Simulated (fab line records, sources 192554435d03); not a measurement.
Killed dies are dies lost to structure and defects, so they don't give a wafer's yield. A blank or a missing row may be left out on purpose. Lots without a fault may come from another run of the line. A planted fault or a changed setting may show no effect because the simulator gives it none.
Chamber matching | flow n5_finfet | N5_BEOL_M6_ILD_DEP_00 on pecvd-04: 3 sister chambers
The step deposits SiCOH lowk from DEMS/porogen, target thk 179.75 nm, time 33.4 s. 3 wafers are shown with their chamber, then 7 later ones without.

WAFERS WITH THEIR CHAMBER
wafer  | chamber | throttle_valve_pct (%)
L271.2 | 2       | 13.2
L284.1 | 1       | 14.3
L284.2 | 0       | 14.3

WAFERS WITHOUT THEIR CHAMBER
wafer  | throttle_valve_pct (%)
L284.5 | 14.4
L285.3 | 14.6
L285.5 | 14.5
L285.6 | 14.1
L291.3 | 14.3
L291.4 | 14.5
L291.5 | 13.1

WHICH CHAMBER EACH WENT THROUGH
wafer  | from the rows above     | in truth
L284.5 | can't be placed: 0 or 1 | 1
L285.3 | can't be placed: 0 or 1 | 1
L285.5 | can't be placed: 0 or 1 | 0
L285.6 | can't be placed: 0 or 1 | 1
L291.3 | can't be placed: 0 or 1 | 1
L291.4 | can't be placed: 0 or 1 | 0
L291.5 | 2                       | 2
Placed correctly: 1 of 7. Can't be placed from these rows: 6 (the true chamber is among the candidates in 6). Placed wrongly: 0.
How it was worked out, from the rows above alone: a wafer's distance from a chamber is the root of the sum, over the readings, of the square of ((its reading less the chamber's mean) divided by the reading's scatter). The wafer belongs to the nearest chamber; if the next one is less than 2 further off, it can't be placed. A chamber's mean is the mean of its shown wafers. The scatter: with one shown wafer a chamber, the root of the mean of the squares of how far each hidden wafer lies from its nearest shown one.
